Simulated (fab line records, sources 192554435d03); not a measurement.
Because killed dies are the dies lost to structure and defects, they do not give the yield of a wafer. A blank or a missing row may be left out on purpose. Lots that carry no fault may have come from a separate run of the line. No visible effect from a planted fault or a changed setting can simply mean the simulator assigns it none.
Split-lot trial | flow n5 finfet | 21 wafers read from 7 lots, route of 1938 steps

== ON THE SPLIT ==
At N5_BEOL_M14_TRENCH_ETCH_34 (etches SiO2 in C4F8/O2/Ar, target depth 556.65 nm, time 126.9 s), the setting bias w was moved away from the recipe's 2040 W on 4 of the 21 wafers read, by -9.0% to +16.9%. All remaining wafers had this setting at the recipe value.

Reading taken at the split's own step.

== THE READING ==
rf vpp V, in V, at N5_BEOL_M14_TRENCH_ETCH_34 (etches SiO2 in C4F8/O2/Ar, target depth 556.65 nm, time 126.9 s). A value of 2215 V with a standard deviation of 34 V is what fault-free wafers of this fab line usually give.

wafer  | tool, chamber at the split | bias w as run, W | against the recipe | rf vpp V, V | against lot-mates on the recipe
L081.1 | rie diel-04, 2             | 2040             | recipe             | 2193        | -
L081.5 | rie diel-04, 0             | 2040             | recipe             | 2212        | -
L081.6 | rie diel-04, 1             | 2385             | +16.9%             | 2489        | +286
L079.1 | rie diel-04, 3             | 2040             | recipe             | 2202        | -
L079.3 | rie diel-04, 0             | 2040             | recipe             | 2212        | -
L079.4 | rie diel-04, 1             | 2040             | recipe             | 2234        | -
L080.2 | rie diel-02, 3             | 2040             | recipe             | 2282        | -
L080.5 | rie diel-02, 3             | 2040             | recipe             | 2280        | -
L080.6 | rie diel-02, 2             | 2040             | recipe             | 2216        | -
L077.3 | rie diel-02, 2             | 2040             | recipe             | 2215        | -
L077.5 | rie diel-02, 1             | 2040             | recipe             | 2138        | -
L077.6 | rie diel-02, 2             | 2040             | recipe             | 2216        | -
L085.1 | rie diel-04, 0             | 2040             | recipe             | 2211        | -
L085.2 | rie diel-04, 3             | 1857             | -9.0%              | 2060        | -162
L085.5 | rie diel-04, 1             | 2040             | recipe             | 2234        | -
L086.1 | rie diel-06, 1             | 2385             | +16.9%             | 2456        | +180
L086.5 | rie diel-06, 3             | 2040             | recipe             | 2276        | -
L086.6 | rie diel-06, 0             | 2385             | +16.9%             | 2481        | +205
L088.1 | rie diel-04, 0             | 2040             | recipe             | 2212        | -
L088.2 | rie diel-04, 3             | 2040             | recipe             | 2199        | -
L088.5 | rie diel-04, 2             | 2040             | recipe             | 2191        | -

THE FIT
A straight line over all 21 wafers: rf vpp V changes by +15.5 V for each +1% of bias w; r = +0.95; the points scatter about the line by 34 V.
The same after taking each lot's own level away (the mean of its wafers on the recipe; 21 wafers): +13.8 V for each +1%; r = +0.95; scatter 29 V.
According to that fit, moving bias w by its largest amount changes the reading by 2.3e+02 V.
The span of the lots' own levels, 2189.7 to 2276.0 V, comes to 2.5 times the standard deviation stated above.
Hence the slope depends on the lot-to-lot level, as the two fits are not the same.
Check: +205 V against its lot-mates is what the line predicts for one of the wafers moved furthest among these (+16.9%) when that wafer is left out of the fit. It came out at +286 V against them.
Tool readings at the split's step, against how far the setting was moved: rf vpp V r = +0.95.

== THE OTHER SPLITS THESE WAFERS WENT THROUGH ==
These wafers also went through other splits before the reading. Each is held against what the fit with the lots' levels taken away leaves over:
other split on the same wafers    | wafers away from the commonest value | r with rf vpp V (lot level and that fit taken away)
N5_BEOL_M11_COAT_63 spin rpm      | 9                                    | +0.19
N5_BEOL_M11_CURE_72 time s        | 7                                    | +0.07
N5_BEOL_M11_ALD_74 ald cycles     | 8                                    | +0.36
N5_BEOL_M12_CMP_49 down force psi | 4                                    | -0.23
N5_BEOL_M13_COAT_04 spin rpm      | 5                                    | -0.15
N5_BEOL_M13_TRENCH_ETCH_34 time s | 2                                    | -0.22

== FILE'S OWN FIT ==
rf vpp V changes by +14.7 V for each +1% of bias w, r = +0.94.
